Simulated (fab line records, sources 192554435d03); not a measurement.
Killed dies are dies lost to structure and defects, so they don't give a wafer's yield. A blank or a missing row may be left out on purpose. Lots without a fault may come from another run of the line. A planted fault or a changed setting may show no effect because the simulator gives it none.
Split-lot experiment | flow n5_finfet | 7 lots, 21 wafers read, on a route of 1938 steps

THE SPLIT
At N5_BEOL_M11_COAT_63 (time 60 s, resist thk 100 nm), the setting spin_rpm was moved away from the recipe's 1500 rpm on 4 of the 21 wafers read, by +4.2% to +6.4%. The other wafers ran this setting at the recipe's value.

The reading is taken at the split's own step.

THE READING
SOC_of_BEOL_M11_COAT_63.thk_nm (the simulator's own value, which no gauge read), in nm, at N5_BEOL_M11_COAT_63 (time 60 s, resist thk 100 nm). The file gives no usual value for it. The 17 wafers here that ran the recipe average 100.0 nm, standard deviation 0.29 nm.

wafer  | tool, chamber at the split | spin_rpm as run, rpm | against the recipe | SOC_of_BEOL_M11_COAT_63.thk_nm, nm | against lot-mates on the recipe
L079.1 | litho_track-01, 0          | 1500                 | recipe             | 99.4                               | -
L079.4 | litho_track-01, 0          | 1500                 | recipe             | 99.8                               | -
L079.6 | litho_track-01, 0          | 1500                 | recipe             | 99.6                               | -
L084.2 | litho_track-01, 0          | 1563                 | +4.2%              | 97.6                               | -2.2
L084.3 | litho_track-01, 0          | 1500                 | recipe             | 99.8                               | -
L084.4 | litho_track-01, 0          | 1563                 | +4.2%              | 97.8                               | -2.0
L088.2 | litho_track-01, 0          | 1500                 | recipe             | 99.8                               | -
L088.4 | litho_track-01, 0          | 1500                 | recipe             | 100                                | -
L088.6 | litho_track-01, 0          | 1500                 | recipe             | 99.6                               | -
L086.1 | litho_track-03, 0          | 1500                 | recipe             | 100.2                              | -
L086.3 | litho_track-03, 0          | 1500                 | recipe             | 100.2                              | -
L086.4 | litho_track-03, 0          | 1500                 | recipe             | 100                                | -
L096.3 | litho_track-03, 0          | 1500                 | recipe             | 100.4                              | -
L096.5 | litho_track-03, 0          | 1500                 | recipe             | 100.4                              | -
L096.6 | litho_track-03, 0          | 1500                 | recipe             | 100.4                              | -
L095.1 | litho_track-03, 0          | 1596                 | +6.4%              | 97                                 | -3.2
L095.3 | litho_track-03, 0          | 1596                 | +6.4%              | 97                                 | -3.2
L095.6 | litho_track-03, 0          | 1500                 | recipe             | 100.2                              | -
L097.2 | litho_track-03, 0          | 1500                 | recipe             | 100                                | -
L097.5 | litho_track-03, 0          | 1500                 | recipe             | 100                                | -
L097.6 | litho_track-03, 0          | 1500                 | recipe             | 100.2                              | -

THE FIT
A straight line over all 21 wafers: SOC_of_BEOL_M11_COAT_63.thk_nm changes by -0.491 nm for each +1% of spin_rpm; r = -0.97; the points scatter about the line by 0.29 nm.
The same after taking each lot's own level away (the mean of its wafers on the recipe; 21 wafers): -0.5 nm for each +1%; r = -1.00; scatter 0.11 nm.
On that fit, the largest move of spin_rpm shifts the reading by 3.2 nm.
The lots' own levels span 99.60 to 100.40 nm, that is 2.7 times the standard deviation above.
So the lot-to-lot level changes the slope little: the two slopes agree.
Check: with one of the wafers moved furthest among these (+6.4%) left out of the fit, the line predicts -3.2 nm for it against its lot-mates. It came out at -3.2 nm against them.

OTHER SPLITS ON THESE WAFERS
These wafers also went through other splits before the reading. Each is held against what the fit with the lots' levels taken away leaves over:
other split on the same wafers | wafers away from the commonest value | r with SOC_of_BEOL_M11_COAT_63.thk_nm (lot level and that fit taken away)
N5_BEOL_M8_DESCUM_16 time_s    | 3                                    | +0.13
N5_BEOL_M8_COAT_63 spin_rpm    | 5                                    | -0.39
N5_BEOL_M9_COAT_05 spin_rpm    | 6                                    | -0.07
N5_BEOL_M9_ETCH_62 source_w    | 3                                    | +0.21

THE FILE'S OWN FIT
SOC_of_BEOL_M11_COAT_63.thk_nm changes by -0.5 nm for each +1% of spin_rpm, r = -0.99.
